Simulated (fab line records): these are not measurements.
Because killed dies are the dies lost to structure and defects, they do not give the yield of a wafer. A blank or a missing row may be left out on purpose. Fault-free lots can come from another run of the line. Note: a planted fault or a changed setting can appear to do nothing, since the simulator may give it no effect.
fab line records -- flow nand-harc
record: lots: 14, wafers: 42, last-day: 33
route steps=1302 shown A_STAIRCASE@670
lots untouched by any fault: they come from a run of this same line in which no faults occurred
start-h: hours from the record's first day to the start of the lot's first wafer shown -- wait-h: how many hours have passed since the lot's step before this one -- " repeats the value in the row above -- L1.1+2: a row that stands for several wafers -- - no value present, or no start provided -- * or withheld: withheld -- < > ~ a bound
route shown NAME@n: names a module that has steps shown in the file, with the first one's number in the route -- usual: average and standard deviation across the fault-free wafers -- same: alike in all rows -- chamber/n: place in a boat -- sites: per-site readings -- _std_site: their standard deviation -- _edge_site: outer sites' mean less inner sites' -- radius-mm: for every site, how far away it sits from the centre of the wafer -- mask NAME#n: copy n -- behind: the most recent tool/chamber to have shaped the wafer -- hold: why the lot went on hold/how many hours it stayed there/how the hold came to an end -- device: names the non-switching transistor (n, p or np) -- end of line: the tests these same wafers got at the end of their route -- a step given without rows: its recipe and nothing more -- killed: dies that structure and defects cost at the first sort, which is not the same as the wafer's yield -- map: the dies of a wafer, with x for killed, . for not killed, _ for no die there
set.NAME: setting as actually run; set.NAME@STEP: the setting as run at that earlier step -- model.NAME: the simulator's own value behind a step, which no gauge read
the route's steps for a sample of lots (tables are steps, rows are wafers)
services: when a tool's chamber went out of use (start-h, in hours from the record's first day, below 0 if earlier), for how many hours, and the reason
== steps ==
step: NHARC_A_STAIRCASE_TRIM_14
recipe: time-s: 211.2, o2-flow-sccm: 500, ar-flow-sccm: 0, bias-w: 0, chemistry: O2
usual: drypump-motor-current-A: 5.4/0.5, o2-flow-sccm: 499.8/1.6, oes-product-au: 1.000/0.011, rf-vpp-V: 58.0/0.82, showerhead-plenum-p-Torr: 3.59/0.11, throttle-valve-pct: 17.035/0.0094
lot.wafer,tool,chamber,start-h,wait-h,drypump-motor-current-A,o2-flow-sccm,oes-product-au,rf-hours-counter-h,rf-vpp-V,showerhead-plenum-p-Torr,throttle-valve-pct
L922.4,rie-diel-08,0,-,-,5.2,498.7,0.993,54,58.3,3.52,17.041
L922.5,rie-diel-08,1,-,-,5.7,501.1,0.997,-,55.6,3.27,17.030
L922.6,rie-diel-08,2,-,-,5.0,502.5,1.009,-,59.0,3.59,17.025
L924.4,rie-diel-05,0,-,-,4.7,499.2,1.004,41,59.2,3.76,17.029
L924.1,rie-diel-05,1,-,-,4.7,500.7,1.010,45,58.8,3.51,17.043
L924.5,rie-diel-05,3,-,-,5.8,502.2,1.000,-,59.2,3.60,17.019
L927.2,rie-diel-05,0,-,-,4.7,498.2,0.993,52,58.3,3.75,17.022
L927.3,rie-diel-05,1,-,-,4.8,500.6,1.008,60,56.9,3.50,17.039
L927.1,rie-diel-05,3,-,-,5.7,500.1,1.002,51,59.2,3.59,17.035
L928.2,rie-diel-05,0,-,-,4.7,500.5,1.003,57,58.5,3.75,17.023
L928.6,rie-diel-05,3,-,-,5.8,499.3,1.010,-,59.1,3.59,17.028
L928.5,rie-diel-05,0,-,-,4.7,500.1,1.001,-,57.9,3.75,17.025
L930.4,rie-diel-02,0,-,-,4.9,501.2,0.980,5,56.7,3.66,17.035
L930.1,rie-diel-02,2,-,-,5.7,500.6,1.015,8,57.6,3.56,17.032
L930.6,rie-diel-02,0,-,-,4.9,499.0,0.996,-,58.2,3.66,17.041
L929.1,rie-diel-08,2,-,-,5.1,498.5,1.012,14,58.4,3.58,17.036
L929.6,rie-diel-08,0,-,-,5.2,497.6,1.006,-,58.6,3.51,17.031
L929.5,rie-diel-08,1,-,-,5.7,500.3,0.991,-,58.6,3.80,17.046
L931.2,rie-diel-05,1,-,-,4.7,500.2,1.003,8,56.8,3.49,17.037
L931.3,rie-diel-05,0,-,-,4.7,498.5,1.002,4,58.9,3.74,17.037
L931.5,rie-diel-05,1,-,-,4.7,501.4,0.999,-,58.1,3.49,17.044
L932.3,rie-diel-08,1,-,-,5.7,500.4,0.990,23,59.3,3.80,17.022
L932.2,rie-diel-08,2,-,-,5.1,498.8,1.028,25,58.1,3.57,17.026
L932.6,rie-diel-08,0,-,-,5.3,499.2,1.005,-,57.3,3.50,17.030
L935.5,rie-diel-02,2,-,-,5.7,499.2,1.003,-,57.1,3.54,17.026
L935.4,rie-diel-02,0,-,-,4.9,500.9,0.980,-,58.4,3.65,17.039
L935.6,rie-diel-02,1,-,-,6.1,498.4,0.969,-,57.9,3.72,17.036
L936.2,rie-diel-08,3,-,-,5.9,497.5,1.002,45,55.9,3.52,17.027
L936.4,rie-diel-08,0,-,-,5.2,499.6,0.996,41,58.5,3.50,17.037
L936.5,rie-diel-08,2,-,-,5.1,499.7,1.005,-,58.3,3.56,17.037
L938.2,rie-diel-05,3,-,-,5.8,499.9,1.000,23,57.9,3.58,17.030
L938.1,rie-diel-05,2,-,-,6.0,499.3,1.005,28,57.2,3.54,17.017
L938.6,rie-diel-05,3,-,-,5.7,497.2,1.007,-,58.9,3.58,17.024
L939.2,rie-diel-02,2,-,-,5.7,499.7,1.007,43,58.0,3.54,17.028
L939.1,rie-diel-02,0,-,-,4.9,500.0,0.984,36,57.6,3.64,17.032
L939.6,rie-diel-02,2,-,-,5.7,498.2,1.010,-,58.3,3.54,17.027
L943.2,rie-diel-05,3,-,-,5.8,501.7,0.994,41,57.7,3.56,17.019
L943.6,rie-diel-05,2,-,-,5.9,499.1,0.999,-,56.9,3.53,17.041
L943.5,rie-diel-05,3,-,-,5.8,502.0,0.989,-,58.9,3.56,17.038
L945.3,rie-diel-05,3,-,-,5.7,501.3,0.994,43,58.6,3.56,17.013
L945.4,rie-diel-05,0,-,-,4.7,500.2,0.992,40,57.4,3.72,17.033
L945.6,rie-diel-05,3,-,-,5.7,500.9,0.999,-,56.6,3.56,17.035
step: NHARC_A_STAIRCASE_ETCH_17
recipe: target-depth-a: 1000, time-s: 40.5, ion-energy-ev: 400, c4f8-flow-sccm: 20, o2-flow-sccm: 10, ar-flow-sccm: withheld, rf-w: 600, bias-w: 1000, chemistry: C4F8/O2
usual: oes-product-au: 0.940/0.012, rf-fwd-power-W: 592/3.2, rf-vpp-V: 898/3.9
lot.wafer,tool,chamber,start-h,wait-h,oes-product-au,rf-fwd-power-W,rf-hours-counter-h,rf-vpp-V
L922.4,rie-diel-08,2,-,-,0.939,585,50,897
L922.6,rie-diel-08,2,-,-,0.949,589,-,899
L922.5,rie-diel-08,3,-,-,0.959,590,-,897
L924.4,rie-diel-05,2,-,-,0.959,595,34,898
L924.1,rie-diel-05,1,-,-,0.938,591,46,896
L924.5,rie-diel-05,2,-,-,0.953,597,-,897
L927.2,rie-diel-05,3,-,-,0.931,598,52,899
L927.1,rie-diel-05,0,-,-,0.915,592,52,905
L927.3,rie-diel-05,1,-,-,0.937,595,61,893
L928.2,rie-diel-05,0,-,-,0.956,595,57,905
L928.6,rie-diel-05,0,-,-,0.958,591,-,904
L928.5,rie-diel-05,1,-,-,0.957,594,-,895
L930.4,rie-diel-02,3,-,-,0.934,592,9,890
L930.1,rie-diel-02,0,-,-,0.924,595,5,899
L930.6,rie-diel-02,3,-,-,0.943,591,-,893
L929.1,rie-diel-08,0,-,-,0.942,589,16,895
L929.6,rie-diel-08,1,-,-,0.939,592,-,906
L929.5,rie-diel-08,2,-,-,0.957,589,-,896
L931.3,rie-diel-05,3,-,-,0.942,595,10,897
L931.2,rie-diel-05,0,-,-,0.943,594,4,903
L931.5,rie-diel-05,2,-,-,0.945,594,-,896
L932.2,rie-diel-08,0,-,-,0.959,589,27,896
L932.3,rie-diel-08,3,-,-,0.937,592,28,895
L932.6,rie-diel-08,0,-,-,0.952,591,-,895
L935.5,rie-diel-02,2,-,-,0.930,587,-,897
L935.4,rie-diel-02,0,-,-,0.924,591,-,900
L935.6,rie-diel-02,1,-,-,0.917,595,-,904
L936.4,rie-diel-08,0,-,-,0.953,592,41,894
L936.2,rie-diel-08,1,-,-,0.957,594,36,905
L936.5,rie-diel-08,2,-,-,0.945,585,-,896
L938.2,rie-diel-05,3,-,-,0.938,598,23,897
L938.1,rie-diel-05,0,-,-,0.940,592,19,905
L938.6,rie-diel-05,3,-,-,0.941,595,-,899
L939.1,rie-diel-02,1,-,-,0.919,593,40,902
L939.2,rie-diel-02,3,-,-,0.937,590,35,891
L939.6,rie-diel-02,1,-,-,0.923,595,-,902
L943.2,rie-diel-05,3,-,-,0.921,597,41,898
L943.5,rie-diel-05,2,-,-,0.940,594,-,896
L943.6,rie-diel-05,3,-,-,0.928,593,-,896
L945.3,rie-diel-05,3,-,-,0.939,598,43,896
L945.4,rie-diel-05,2,-,-,0.942,597,51,895
L945.6,rie-diel-05,3,-,-,0.940,597,-,898
step: NHARC_A_STAIRCASE_TRIM_20
recipe: time-s: 211.2, o2-flow-sccm: 500, ar-flow-sccm: 0, bias-w: 0, chemistry: O2
usual: drypump-motor-current-A: 5.4/0.44, o2-flow-sccm: 499.8/1.4, oes-product-au: 0.998/0.01, rf-vpp-V: 57.8/0.83, showerhead-plenum-p-Torr: 3.57/0.12, throttle-valve-pct: 17.036/0.0087
lot.wafer,tool,chamber,start-h,wait-h,drypump-motor-current-A,o2-flow-sccm,oes-product-au,rf-hours-counter-h,rf-vpp-V,showerhead-plenum-p-Torr,throttle-valve-pct
L922.4,rie-diel-08,1,355.29,0.1,5.7,499.5,0.990,46,57.0,3.27,17.040
L922.5,rie-diel-08,0,355.29,0.1,5.3,500.0,0.982,-,57.7,3.52,17.039
L922.6,rie-diel-08,1,355.29,0.1,5.7,499.3,0.992,-,57.1,3.27,17.041
L924.4,rie-diel-08,0,360.02,0.1,5.3,501.7,0.995,56,57.0,3.52,17.051
L924.1,rie-diel-08,2,360.02,0.1,5.0,500.1,0.996,52,57.5,3.59,17.028
L924.5,rie-diel-08,1,360.02,0.1,5.7,498.4,0.990,-,56.6,3.27,17.046
L927.3,rie-diel-08,2,400.82,0.1,5.0,500.8,1.019,7,58.8,3.58,17.056
L927.2,rie-diel-08,3,400.82,0.1,5.9,502.1,0.998,9,58.5,3.54,17.022
L927.1,rie-diel-08,0,400.82,0.1,5.3,498.6,1.007,9,57.2,3.51,17.041
L928.2,rie-diel-02,2,408.63,0.1,5.7,502.2,1.002,1,58.6,3.56,17.031
L928.6,rie-diel-02,2,408.63,0.1,5.7,501.5,0.991,-,58.3,3.56,17.036
L928.5,rie-diel-02,3,408.63,0.1,5.1,499.2,0.994,-,57.4,3.41,17.037
L930.1,rie-diel-02,0,426.65,0.1,4.9,501.4,0.994,5,57.5,3.66,17.049
L930.4,rie-diel-02,1,426.65,0.1,6.1,498.6,0.977,8,58.7,3.73,17.040
L930.6,rie-diel-02,3,426.65,0.1,5.1,500.8,1.002,-,55.5,3.41,17.024
L929.1,rie-diel-08,2,426.83,0.1,5.0,501.2,1.009,15,57.7,3.58,17.042
L929.6,rie-diel-08,0,426.83,0.1,5.3,503.7,1.002,-,57.3,3.51,17.045
L929.5,rie-diel-08,1,426.83,0.1,5.7,497.3,1.012,-,58.0,3.80,17.036
L931.3,rie-diel-08,1,445.37,0.1,5.7,498.1,1.014,20,58.4,3.80,17.040
L931.2,rie-diel-08,2,445.37,0.1,5.0,497.5,1.009,22,58.1,3.57,17.049
L931.5,rie-diel-08,1,445.37,0.1,5.7,498.1,1.007,-,56.9,3.80,17.040
L932.2,rie-diel-02,1,465.15,0.1,6.1,498.7,0.985,18,58.8,3.73,17.041
L932.3,rie-diel-02,3,465.15,0.1,5.2,497.4,1.002,22,56.6,3.40,17.049
L932.6,rie-diel-02,0,465.15,0.1,4.9,500.1,1.002,-,58.0,3.66,17.034
L935.4,rie-diel-05,3,484.06,0.4,5.8,498.4,1.001,20,58.9,3.58,17.035
L935.5,rie-diel-05,1,484.06,0.4,4.7,499.8,0.988,-,59.0,3.49,17.034
L935.6,rie-diel-05,2,484.06,0.4,5.9,498.5,1.013,-,58.0,3.54,17.025
L936.2,rie-diel-02,3,517.22,0.1,5.1,501.3,1.001,32,58.6,3.39,17.042
L936.4,rie-diel-02,1,517.22,0.1,6.0,500.0,0.998,36,58.3,3.72,17.041
L936.5,rie-diel-02,0,517.22,0.1,4.9,497.4,0.985,-,57.0,3.65,17.027
L938.1,rie-diel-08,3,517.39,0.1,5.9,499.4,1.001,45,59.1,3.52,17.050
L938.2,rie-diel-08,2,517.39,0.1,5.0,499.6,1.027,40,57.8,3.56,17.026
L938.6,rie-diel-08,0,517.39,0.1,5.3,499.7,0.996,-,56.9,3.49,17.049
L939.1,rie-diel-02,2,526.62,0.1,5.7,498.3,1.004,43,57.4,3.54,17.034
L939.2,rie-diel-02,3,526.62,0.1,5.1,502.0,0.995,35,58.3,3.39,17.035
L939.6,rie-diel-02,0,526.62,0.1,4.9,499.6,0.981,-,58.2,3.64,17.047
L943.2,rie-diel-05,2,560.53,0.1,5.9,500.2,1.000,48,57.7,3.53,17.045
L943.6,rie-diel-05,1,560.53,0.1,4.7,500.7,0.987,-,56.9,3.47,17.016
L943.5,rie-diel-05,2,560.53,0.1,5.9,501.6,0.986,-,56.0,3.53,17.028
L945.3,rie-diel-08,1,572.33,0.1,5.7,500.1,1.011,6,57.6,3.78,17.020
L945.6,rie-diel-08,3,572.33,0.1,5.9,500.8,1.003,-,57.7,3.51,17.020
L945.4,rie-diel-08,1,572.33,0.1,5.7,501.0,1.012,-,56.7,3.78,17.030
step: NHARC_A_STAIRCASE_ETCH_23
recipe: target-depth-a: 1000, time-s: 40.5, ion-energy-ev: 400, c4f8-flow-sccm: 20, o2-flow-sccm: 10, ar-flow-sccm: withheld, rf-w: 600, bias-w: 1000, chemistry: C4F8/O2
usual: oes-product-au: 0.945/0.013, rf-fwd-power-W: 592/3.3, rf-vpp-V: 898/4.5
lot.wafer,tool,chamber,start-h,wait-h,oes-product-au,rf-fwd-power-W,rf-hours-counter-h,rf-vpp-V
L922.4,rie-diel-08,2,355.71,-,0.934,587,51,898
L922.5,rie-diel-08,0,355.71,-,0.936,589,-,895
L922.6,rie-diel-08,1,355.71,-,0.948,594,-,886
L924.1,rie-diel-08,1,360.44,-,0.946,594,48,887
L924.4,rie-diel-08,0,360.44,-,0.947,592,56,894
L924.5,rie-diel-08,1,360.44,-,0.942,596,-,886
L927.1,rie-diel-08,3,401.25,-,0.929,592,9,896
L927.2,rie-diel-08,0,401.25,-,0.926,588,9,896
L927.3,rie-diel-08,1,401.25,-,0.938,595,8,906
L928.2,rie-diel-02,2,409.15,-,0.963,589,2,897
L928.5,rie-diel-02,3,409.15,-,0.948,590,-,891
L928.6,rie-diel-02,1,409.15,-,0.921,593,-,903
L930.1,rie-diel-02,1,427.06,-,0.921,595,9,902
L930.4,rie-diel-02,3,427.06,-,0.947,592,9,891
L930.6,rie-diel-02,1,427.06,-,0.919,595,-,903
L929.1,rie-diel-08,2,427.25,-,0.948,589,15,898
L929.6,rie-diel-08,1,427.25,-,0.943,594,-,905
L929.5,rie-diel-08,2,427.25,-,0.942,587,-,898
L931.3,rie-diel-08,0,445.80,-,0.955,589,22,896
L931.2,rie-diel-08,2,445.80,-,0.968,586,22,898
L931.5,rie-diel-08,1,445.80,-,0.956,594,-,906
L932.3,rie-diel-02,3,465.56,-,0.969,588,22,891
L932.2,rie-diel-02,0,465.56,-,0.948,593,16,902
L932.6,rie-diel-02,3,465.56,-,0.975,589,-,892
L935.4,rie-diel-05,1,484.46,-,0.947,590,20,895
L935.6,rie-diel-05,2,484.46,-,0.958,595,-,897
L935.5,rie-diel-05,3,484.46,-,0.948,599,-,898
L936.4,rie-diel-02,0,517.66,-,1.190,831,33,899
L936.2,rie-diel-02,2,517.66,-,1.215,829,40,897
L936.5,rie-diel-02,3,517.66,-,1.189,832,-,891
L938.1,rie-diel-08,3,517.82,-,0.951,590,45,895
L938.2,rie-diel-08,1,517.82,-,0.950,594,36,905
L938.6,rie-diel-08,3,517.82,-,0.945,590,-,896
L939.1,rie-diel-02,0,527.42,-,1.140,832,37,900
L939.2,rie-diel-02,1,527.42,-,1.127,834,41,903
L939.6,rie-diel-02,1,527.42,-,1.150,839,-,903
L943.2,rie-diel-05,1,560.95,-,0.925,593,47,893
L943.5,rie-diel-05,2,560.95,-,0.945,595,-,897
L943.6,rie-diel-05,3,560.95,-,0.923,597,-,897
L945.3,rie-diel-08,1,572.82,-,0.949,594,6,905
L945.6,rie-diel-08,3,572.82,-,0.945,592,-,895
L945.4,rie-diel-08,1,572.82,-,0.952,593,-,902
== services ==
tool,chamber,start-h,hours,kind
rie-diel-08,0,349.46,-,clean
rie-diel-08,1,349.46,-,clean
rie-diel-08,2,349.46,-,clean
rie-diel-08,3,349.46,-,clean
rie-diel-05,0,369.60,8.5,repair
rie-diel-08,-,370.35,9.0,pm
rie-diel-08,0,370.35,9.0,vent-cycle
rie-diel-08,1,370.35,9.0,vent-cycle
rie-diel-08,2,370.35,9.0,vent-cycle
rie-diel-08,3,370.35,9.0,vent-cycle
rie-diel-02,-,395.37,9.0,pm
rie-diel-02,0,406.06,9.1,repair
rie-diel-05,-,409.06,9.0,pm
rie-diel-08,3,427.00,1.3,repair
rie-diel-05,-,431.97,0.5,repair
rie-diel-05,0,435.57,3.9,repair
rie-diel-02,3,474.51,10.8,repair
rie-diel-02,3,494.57,6.8,repair
rie-diel-05,3,497.36,12.1,repair
rie-diel-05,0,502.32,10.3,repair
rie-diel-08,-,547.36,9.0,pm
rie-diel-02,-,553.86,0.2,repair
rie-diel-08,0,570.22,6.2,repair
rie-diel-02,-,572.37,9.0,pm
== key ==
first-sign: step: NHARC_A_STAIRCASE_ETCH_23, reading: rf-fwd-power-W, direction: up, sigmas: 73, usual: *, struck: *
effect: step: NHARC_A_STAIRCASE_ETCH_23, reading: oes-product-au, direction: up, sigmas: 17, usual: 0.945, struck: 1.169
met-at NHARC_A_STAIRCASE_ETCH_23
struck-lots L936,L939
later-rows-left-out L936.2,L936.4,L936.5,L939.1,L939.2,L939.6
sort-left-out L936.2,L936.4,L936.5,L939.1,L939.2,L939.6
tester-left-out L936,L939
not-acting-at NHARC_A_STAIRCASE_TRIM_14,NHARC_A_STAIRCASE_ETCH_17,NHARC_A_STAIRCASE_TRIM_20
onset-between 465.56 517.66
fault: kind: process-parameter-drift, tool: rie-diel-02, chamber: -, onset-h: 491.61, steps: NHARC_A_STAIRCASE_ETCH_23, channel: rf-w, offset: *, shape: step, end-h: 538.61, acts-in: *, stated: *
tester-left-out: of these lots the tester's yield and bins aren't shown, on N5 and GAA mostly nor the transistor test; their killed dies are dies lost to structure and defects alone, not to doping, threshold or leakage, so they don't give the yield
sort-left-out: the simulated sort isn't trusted on such a fault, so these wafers' sort isn't shown, and their yield isn't known
later-rows-left-out: the simulator's readings of these wafers behind a module that went badly wrong aren't trusted and aren't shown, but for the sort
